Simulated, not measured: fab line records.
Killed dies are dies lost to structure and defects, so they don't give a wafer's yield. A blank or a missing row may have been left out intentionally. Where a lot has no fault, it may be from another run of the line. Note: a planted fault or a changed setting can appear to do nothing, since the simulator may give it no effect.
Struck lot and sound lot, side by side ; flow n5 finfet ; 37 out of 1938 route steps
Sound: these wafers, L391.1, L391.3, L391.4. Struck: wafers L386.3, L386.4 (left out: L386.1, a lot-mate that was not struck); the cause follows at the end.
For every step that has rows: the tool of each side, followed by ch and its chambers, followed by its first start. Under that, the readings that differ: sound wafers ; struck wafers ; difference of the means ; sigmas: that difference in standard deviations of wafers without a fault.
alike: words and numbers the same on both sides, and readings whose means are apart by under 2 such deviations; not compared: readings that were withheld, readings missing a value for some wafer, numbers with overlapping values and no deviation given by the record, and bounds like >300 which may hide the same value.
A row with sigmas, a row that says differs or no value, or rows on one side alone: a step with any of these is where the two part. When numbers do not overlap yet have no deviation, they are printed without sigmas and do not part them. A reading that every wafer of one side lacks parts them only if that side has two wafers or more.

first, 9 steps without rows for these wafers: N5_MOL_CONTACT_COAG_CVD_140 (deposits W, target thk 66.5 nm, time 215 s); N5_MOL_CONTACT_COAG_PRECLEAN_127 (cleans in DIW, time 57.5 s); N5_MOL_CONTACT_COAG_SRD_128 (dry time 32 s); N5_MOL_CONTACT_COAG_CMP_52 (polishes, stops on SiO2, t overpolish 1.5 s, target thk 66.5 nm); N5_MOL_CONTACT_COAG_ANNEAL_112 (time 1800 s); N5_BEOL_M0_SAQP_PECVD_00 (deposits SiCN from 3MS/NH3, target thk 8 nm, time 14 s); N5_BEOL_M0_SAQP_ILD_DEP_01 (deposits SiOC from DEMS/O2, target thk 45.419 nm, time 8.7 s); N5_BEOL_M0_SAQP_HM_DEP_02 (deposits TiN, target thk 12 nm); N5_BEOL_M0_SAQP_PECVD_03 (deposits SiCN from 3MS/NH3, target thk 12 nm, time 21.1 s).
N5_BEOL_M0_SAQP_PECVD_96: deposits a-Si from SiH4/He, target thk 45 nm, time 45.2 s.
  sound on pecvd-04 ch 0,2, day 9 20:39; struck on pecvd-03 ch 0, day 7 12:48
reading;sound;struck;difference;sigmas
showerhead plenum p Torr (Torr);5.57 5.72 5.57;5.82 5.82;+0.20;+3
  alike: heater power w, susceptor temp C, throttle valve pct
then, 25 steps without rows for these wafers: N5_BEOL_M0_SAQP_PECVD_97 (deposits SiNx from SiH4/NH3/N2, target thk 23 nm, time 19.9 s); N5_BEOL_M0_SAQP_PECVD_04 (deposits a-Si from SiH4/He, target thk 60 nm, time 60.2 s); N5_BEOL_M0_SAQP_HM_DEP_111 (deposits SiO2 from SiH4/N2O, target thk 12 nm, time 7.2 s); N5_BEOL_M0_SAQP_COAT_81 (time 60 s, resist thk 100 nm); N5_BEOL_M0_SAQP_COAT_82 (time 60 s, resist thk 30 nm); N5_BEOL_M0_SAQP_COAT_08 (resist thk 90 nm); N5_BEOL_M0_SAQP_EBR_10; N5_BEOL_M0_SAQP_SOFTBAKE_09 (time 60 s); N5_BEOL_M0_SAQP_EXPOSE_11 (exposes mask M0 CORE, target cd 42 nm); N5_BEOL_M0_SAQP_PEB_12 (peb time 60 s); N5_BEOL_M0_SAQP_DEVELOP_13 (develop time 30 s); N5_BEOL_M0_SAQP_DESCUM_19 (chemistry O2, time 7.9 s); N5_BEOL_M0_SAQP_ETCH_83 (etches SiARC in CF4, target depth 39 nm, time 65 s); N5_BEOL_M0_SAQP_ETCH_84 (etches SOC in N2/H2, target depth 100 nm, overetch 20 nm, time 150 s); N5_BEOL_M0_SAQP_STRIP_80 (strips in N2/H2); N5_BEOL_M0_SAQP_HM_OPEN_112 (chemistry CHF3/O2, target SiO2, stops on a-Si, target depth 12 nm, time 13.5 s); N5_BEOL_M0_SAQP_STRIP_113 (strips in CHF3/O2); N5_BEOL_M0_SAQP_MANDREL_ETCH_20 (etches a-Si in HBr/Cl2, stops on SiNx, target depth 60 nm, bt time 10 s, time 30 s); N5_BEOL_M0_SAQP_STRIP_86 (strips in N2/H2); N5_BEOL_M0_SAQP_STRIP_115 (strips in post etch residue remover, time 60 s); N5_BEOL_M0_SAQP_SRD_93 (time 30 s); N5_BEOL_M0_SAQP_RECESS_114 (chemistry HF/NH3, target SiO2, target depth 14.4 nm, afs cycles 3, sublimation time 60 s); N5_BEOL_M0_SAQP_SPACER1_ALD_98 (deposits SiO2, target thk 12.8 nm, pulse time 1 s, purge time 2 s); N5_BEOL_M0_SAQP_SPACER1_ETCHBACK_99 (etches SiO2 in CHF3/O2, target depth 15.4 nm, time 7.7 s); N5_BEOL_M0_SAQP_MANDREL1_REMOVE_100 (chemistry HBr/Cl2/O2, target a-Si, stops on SiNx, bt time 10 s).
N5_BEOL_M0_SAQP_MANDREL_ETCH_103: etches a-Si in HBr/Cl2, stops on SiCN, target depth 45 nm, bt time 10 s, time 27 s.
  sound on rie si-05 ch 0,2, day 9 23:37; struck on rie si-06 ch 0,1, day 7 15:59
reading;sound;struck;difference;sigmas
oes product au (a.u.);0.683 0.689 0.690;0.618 0.625;-0.066;-5
  alike: bias w, drypump motor current A, throttle valve pct
  not compared: rf hours counter h
-- record jumps: 2 days separate the struck wafers' starts on either side; left off in module BEOL_M0_SAQP, taken up again in module BEOL_M4, whose first shown step is the route's number 1111 --
N5_BEOL_M4_RC_MEAS_101:
  sound on prober-02 ch 0, day 11 23:39; struck on prober-01 ch 0, day 9 22:44
  alike: DIBL_N, DIBL_P, IOFF_N, IOFF_P, ION_N, ION_P, SS_N, SS_P, VT_N, VT_P

## WHERE THEY PART
Earliest at N5_BEOL_M0_SAQP_PECVD_96; latest, in this record, at N5_BEOL_M0_SAQP_MANDREL_ETCH_103. Later steps at which nothing parts them and some readings are alike: N5_BEOL_M4_RC_MEAS_101.

WHY: what the simulator had put in
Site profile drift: pecvd-03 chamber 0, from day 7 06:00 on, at N5_BEOL_M0_SAQP_PECVD_96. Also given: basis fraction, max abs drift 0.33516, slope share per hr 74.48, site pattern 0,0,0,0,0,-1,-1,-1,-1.
